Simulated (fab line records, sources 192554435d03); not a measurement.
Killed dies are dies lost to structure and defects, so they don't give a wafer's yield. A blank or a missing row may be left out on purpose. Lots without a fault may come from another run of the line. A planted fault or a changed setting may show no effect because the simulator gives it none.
Which tool did it? | flow n5_finfet | 24 lots, 72 wafers sampled, at 6 steps of a route of 1938

WHAT THE GAUGES READ, wafer by wafer
N5_BEOL_M2_INSPECT_59: inspects for defects (darkfield).
lot  | measured     | on                | raw_defect_count
L074 | day 7 18:03  | defect_inspect-02 | 49 108 45
L076 | day 8 10:41  | defect_inspect-02 | 88 79 115
L077 | day 8 23:59  | defect_inspect-01 | 54 67 32
L075 | day 9 01:35  | defect_inspect-02 | 68 74 98
L078 | day 9 05:04  | defect_inspect-01 | 44 109 48
L079 | day 9 07:43  | defect_inspect-01 | 62 57 60
L080 | day 9 14:55  | defect_inspect-01 | 77 96 78
L081 | day 10 04:36 | defect_inspect-01 | 77 57 62
L082 | day 10 08:14 | defect_inspect-01 | 66 92 56
L083 | day 10 09:07 | defect_inspect-02 | 89 55 79
L084 | day 10 14:44 | defect_inspect-01 | 52 57 68
L085 | day 11 06:01 | defect_inspect-02 | 148 53 85
L086 | day 11 12:36 | defect_inspect-01 | 50 65 71
L087 | day 11 15:58 | defect_inspect-02 | 83 53 53
L090 | day 12 02:23 | defect_inspect-02 | 82 49 45
L089 | day 12 02:54 | defect_inspect-01 | 79 69 131
L088 | day 12 05:13 | defect_inspect-02 | 120 104 104
L091 | day 12 05:42 | defect_inspect-01 | 55 59 68
L092 | day 12 17:10 | defect_inspect-01 | 43 80 44
L093 | day 12 19:02 | defect_inspect-02 | 60 63 68
L094 | day 13 06:56 | defect_inspect-01 | 24 69 89
L095 | day 13 16:51 | defect_inspect-01 | 61 40 62
L096 | day 13 19:33 | defect_inspect-02 | 48 46 40
L097 | day 14 00:17 | defect_inspect-01 | 110 65 45

N5_BEOL_M3_THK_MEAS_01.
lot  | measured     | on            | M3_ILD_THK (nm)
L074 | day 7 18:10  | film_metro-01 | 77.8 77.5 79.1
L076 | day 8 10:47  | film_metro-02 | 78.2 78.3 78.3
L077 | day 9 00:05  | film_metro-02 | 79.4 79.7 78.8
L075 | day 9 01:41  | film_metro-02 | 78.2 79.8 79.3
L078 | day 9 05:11  | film_metro-01 | 79.5 77.5 81.1
L079 | day 9 07:49  | film_metro-02 | 79.4 81.1 78.8
L080 | day 9 15:01  | film_metro-02 | 79.8 80.2 80.9
L081 | day 10 04:42 | film_metro-02 | 78.8 77.9 80.2
L082 | day 10 08:20 | film_metro-01 | 78.8 80.2 78.5
L083 | day 10 09:13 | film_metro-01 | 78.0 79.4 78.6
L084 | day 10 14:50 | film_metro-01 | 79.4 80.9 80.7
L085 | day 11 06:07 | film_metro-02 | 79.1 77.8 79.5
L086 | day 11 12:43 | film_metro-01 | 79.3 79.8 80.3
L087 | day 11 16:04 | film_metro-01 | 78.0 77.6 79.9
L090 | day 12 02:30 | film_metro-02 | 77.9 79.7 80.1
L089 | day 12 03:00 | film_metro-02 | 78.1 79.5 81.4
L088 | day 12 05:19 | film_metro-01 | 78.2 78.2 80.3
L091 | day 12 05:48 | film_metro-01 | 78.8 78.9 79.8
L092 | day 12 17:16 | film_metro-02 | 78.1 78.6 79.6
L093 | day 12 19:08 | film_metro-02 | 77.8 78.3 80.2
L094 | day 13 07:02 | film_metro-01 | 77.4 77.3 78.3
L095 | day 13 16:57 | film_metro-01 | 78.4 80.7 79.6
L096 | day 13 19:39 | film_metro-02 | 78.0 79.6 80.6
L097 | day 14 00:23 | film_metro-02 | 78.5 78.0 79.6

WHICH TOOL RAN EACH LOT (tool, then ch and the chambers of the sampled wafers, then the start)
lot  | N5_BEOL_M2_SURFACE_TREAT_85  | N5_BEOL_M2_SPUTTER_86        | N5_BEOL_M2_ANNEAL_89         | N5_BEOL_M2_ANNEAL_95
L074 | pvd_sputter-01, day 7 12:35  | pvd_sputter-01, day 7 13:32  | pvd_sputter-01, day 7 13:50  | pvd_sputter-01, day 7 14:30
L076 | pvd_sputter-02, day 8 04:59  | pvd_sputter-03, day 8 06:01  | pvd_sputter-03, day 8 06:19  | pvd_sputter-03, day 8 06:59
L077 | pvd_sputter-01, day 8 20:42  | pvd_sputter-03, day 8 21:38  | pvd_sputter-03, day 8 21:56  | pvd_sputter-03, day 8 22:36
L075 | pvd_sputter-01, day 8 20:44  | pvd_sputter-01, day 8 23:22  | pvd_sputter-01, day 8 23:40  | pvd_sputter-01, day 9 00:19
L078 | pvd_sputter-03, day 9 01:06  | pvd_sputter-02, day 9 02:17  | pvd_sputter-02, day 9 02:35  | pvd_sputter-02, day 9 03:14
L079 | pvd_sputter-02, day 9 04:22  | pvd_sputter-03, day 9 05:14  | pvd_sputter-03, day 9 05:32  | pvd_sputter-03, day 9 06:12
L080 | pvd_sputter-01, day 9 11:33  | pvd_sputter-03, day 9 12:28  | pvd_sputter-03, day 9 12:46  | pvd_sputter-03, day 9 13:25
L081 | pvd_sputter-02, day 10 01:21 | pvd_sputter-03, day 10 02:19 | pvd_sputter-03, day 10 02:37 | pvd_sputter-03, day 10 03:16
L082 | pvd_sputter-02, day 10 04:57 | pvd_sputter-01, day 10 05:55 | pvd_sputter-01, day 10 06:13 | pvd_sputter-01, day 10 06:53
L083 | pvd_sputter-02, day 10 05:56 | pvd_sputter-02, day 10 06:55 | pvd_sputter-02, day 10 07:13 | pvd_sputter-02, day 10 07:53
L084 | pvd_sputter-02, day 10 11:39 | pvd_sputter-03, day 10 12:34 | pvd_sputter-03, day 10 12:52 | pvd_sputter-03, day 10 13:31
L085 | pvd_sputter-02, day 11 02:16 | pvd_sputter-02, day 11 03:17 | pvd_sputter-02, day 11 03:35 | pvd_sputter-02, day 11 04:15
L086 | pvd_sputter-02, day 11 08:34 | pvd_sputter-02, day 11 10:13 | pvd_sputter-02, day 11 10:31 | pvd_sputter-02, day 11 11:10
L087 | pvd_sputter-03, day 11 12:36 | pvd_sputter-03, day 11 13:48 | pvd_sputter-03, day 11 14:06 | pvd_sputter-03, day 11 14:46
L090 | pvd_sputter-02, day 11 23:07 | pvd_sputter-02, day 12 00:01 | pvd_sputter-02, day 12 00:19 | pvd_sputter-02, day 12 00:59
L089 | pvd_sputter-02, day 11 23:10 | pvd_sputter-01, day 12 00:20 | pvd_sputter-01, day 12 00:38 | pvd_sputter-01, day 12 01:17
L088 | pvd_sputter-02, day 12 01:43 | pvd_sputter-03, day 12 02:38 | pvd_sputter-03, day 12 02:56 | pvd_sputter-03, day 12 03:36
L091 | pvd_sputter-01, day 12 02:29 | pvd_sputter-01, day 12 03:32 | pvd_sputter-01, day 12 03:50 | pvd_sputter-01, day 12 04:29
L092 | pvd_sputter-02, day 12 14:04 | pvd_sputter-01, day 12 14:59 | pvd_sputter-01, day 12 15:17 | pvd_sputter-01, day 12 15:57
L093 | pvd_sputter-02, day 12 14:07 | pvd_sputter-01, day 12 16:50 | pvd_sputter-01, day 12 17:08 | pvd_sputter-01, day 12 17:47
L094 | pvd_sputter-02, day 13 03:46 | pvd_sputter-02, day 13 04:45 | pvd_sputter-02, day 13 05:03 | pvd_sputter-02, day 13 05:43
L095 | pvd_sputter-03, day 13 13:22 | pvd_sputter-02, day 13 14:31 | pvd_sputter-02, day 13 14:49 | pvd_sputter-02, day 13 15:29
L096 | pvd_sputter-02, day 13 16:23 | pvd_sputter-01, day 13 17:22 | pvd_sputter-01, day 13 17:40 | pvd_sputter-01, day 13 18:20
L097 | pvd_sputter-01, day 13 20:57 | pvd_sputter-02, day 13 21:53 | pvd_sputter-02, day 13 22:11 | pvd_sputter-02, day 13 22:50
- N5_BEOL_M2_SURFACE_TREAT_85
- N5_BEOL_M2_SPUTTER_86: material Cu, target thk 4.5 nm, time 8.29 s.
- N5_BEOL_M2_ANNEAL_89: time 240 s.
- N5_BEOL_M2_ANNEAL_95: time 240 s.

WHAT THE TOOLS THEMSELVES READ (means of the sampled wafers that have a number; where no wafer has one, the mark that the record gives instead)
N5_BEOL_M2_SURFACE_TREAT_85.
lot  | tool           | ar_flow_sccm (sccm)
L074 | pvd_sputter-01 | 29.90
L076 | pvd_sputter-02 | 30.09
L077 | pvd_sputter-01 | 29.90
L075 | pvd_sputter-01 | 29.99
L078 | pvd_sputter-03 | 30.10
L079 | pvd_sputter-02 | 29.98
L080 | pvd_sputter-01 | 29.93
L081 | pvd_sputter-02 | 30.00
L082 | pvd_sputter-02 | 30.04
L083 | pvd_sputter-02 | 30.00
L084 | pvd_sputter-02 | 30.07
L085 | pvd_sputter-02 | 30.02
L086 | pvd_sputter-02 | 29.98
L087 | pvd_sputter-03 | 30.02
L090 | pvd_sputter-02 | 30.04
L089 | pvd_sputter-02 | 30.07
L088 | pvd_sputter-02 | 29.97
L091 | pvd_sputter-01 | 30.05
L092 | pvd_sputter-02 | 30.03
L093 | pvd_sputter-02 | 30.12
L094 | pvd_sputter-02 | 29.98
L095 | pvd_sputter-03 | 30.10
L096 | pvd_sputter-02 | 30.03
L097 | pvd_sputter-01 | 30.02

N5_BEOL_M2_SPUTTER_86.
lot  | tool           | throttle_valve_pct (%)
L074 | pvd_sputter-01 | 29.0
L076 | pvd_sputter-03 | 29.4
L077 | pvd_sputter-03 | 30.1
L075 | pvd_sputter-01 | 30.7
L078 | pvd_sputter-02 | 30.3
L079 | pvd_sputter-03 | 30.1
L080 | pvd_sputter-03 | 29.6
L081 | pvd_sputter-03 | 29.2
L082 | pvd_sputter-01 | 30.2
L083 | pvd_sputter-02 | 30.0
L084 | pvd_sputter-03 | 29.4
L085 | pvd_sputter-02 | 30.5
L086 | pvd_sputter-02 | 30.6
L087 | pvd_sputter-03 | 29.3
L090 | pvd_sputter-02 | 30.1
L089 | pvd_sputter-01 | 29.7
L088 | pvd_sputter-03 | 29.5
L091 | pvd_sputter-01 | 29.5
L092 | pvd_sputter-01 | 29.1
L093 | pvd_sputter-01 | 29.7
L094 | pvd_sputter-02 | 31.3
L095 | pvd_sputter-02 | 30.6
L096 | pvd_sputter-01 | 30.5
L097 | pvd_sputter-02 | 30.4

N5_BEOL_M2_ANNEAL_89.
lot  | tool           | heater_power_w (W) | susceptor_temp_C_max
L074 | pvd_sputter-01 | 838                | 400.8
L076 | pvd_sputter-03 | 727                | 400.7
L077 | pvd_sputter-03 | 689                | 401.2
L075 | pvd_sputter-01 | 749                | 401.3
L078 | pvd_sputter-02 | 723                | 400.9
L079 | pvd_sputter-03 | 698                | 401.5
L080 | pvd_sputter-03 | 677                | 401.4
L081 | pvd_sputter-03 | 738                | 400.9
L082 | pvd_sputter-01 | 791                | 400.9
L083 | pvd_sputter-02 | 821                | 400.8
L084 | pvd_sputter-03 | 746                | 401.2
L085 | pvd_sputter-02 | 819                | 400.9
L086 | pvd_sputter-02 | 783                | 400.7
L087 | pvd_sputter-03 | 734                | 401.3
L090 | pvd_sputter-02 | 739                | 401.2
L089 | pvd_sputter-01 | 807                | 401.2
L088 | pvd_sputter-03 | 735                | 400.8
L091 | pvd_sputter-01 | 822                | 400.7
L092 | pvd_sputter-01 | 845                | 401.0
L093 | pvd_sputter-01 | 852                | 400.6
L094 | pvd_sputter-02 | 796                | 400.8
L095 | pvd_sputter-02 | 772                | 400.9
L096 | pvd_sputter-01 | 752                | 401.4
L097 | pvd_sputter-02 | 823                | 401.2

N5_BEOL_M2_ANNEAL_95.
lot  | tool           | heater_power_w (W) | susceptor_temp_C_max
L074 | pvd_sputter-01 | 838                | 401.2
L076 | pvd_sputter-03 | 724                | 400.8
L077 | pvd_sputter-03 | 685                | 400.8
L075 | pvd_sputter-01 | 754                | 401.2
L078 | pvd_sputter-02 | 735                | 401.0
L079 | pvd_sputter-03 | 700                | 400.8
L080 | pvd_sputter-03 | 678                | 401.1
L081 | pvd_sputter-03 | 750                | 401.2
L082 | pvd_sputter-01 | 796                | 401.0
L083 | pvd_sputter-02 | 821                | 400.9
L084 | pvd_sputter-03 | 738                | 401.2
L085 | pvd_sputter-02 | 820                | 400.9
L086 | pvd_sputter-02 | 788                | 400.9
L087 | pvd_sputter-03 | 747                | 401.3
L090 | pvd_sputter-02 | 748                | 401.0
L089 | pvd_sputter-01 | 788                | 401.1
L088 | pvd_sputter-03 | 735                | 400.8
L091 | pvd_sputter-01 | 843                | 401.1
L092 | pvd_sputter-01 | 859                | 400.5
L093 | pvd_sputter-01 | 853                | 400.8
L094 | pvd_sputter-02 | 781                | 401.0
L095 | pvd_sputter-02 | 775                | 401.1
L096 | pvd_sputter-01 | 755                | 401.2
L097 | pvd_sputter-02 | 832                | 400.7

THE ANSWER, worked out from the rows above alone
Rule: what is usual is taken from the lots themselves. Put in order of their means at a reading, lots are off if they are a third of the lots or fewer, leave a main group of 4 or more, and stand apart from it by a gap of 3 or more times the standard deviation of the main group's means; of several such gaps the widest counts. A main group whose means are all the same, to the digits that the tables above print for the reading, isn't used. A lot without any number at a reading at which 4 lots or more have one is off too. The other lots that the step has rows for count as sound. The gauges are gone through in route order, then the tools' own readings, and for those a lot's mean is taken as printed above. The first step at which some lot is off is used, and at that step the reading that is off furthest; a lot without a number counts as furthest.
No lot is off at any reading shown: from this, nothing can be told.

WHAT THE SIMULATOR HAD PUT IN
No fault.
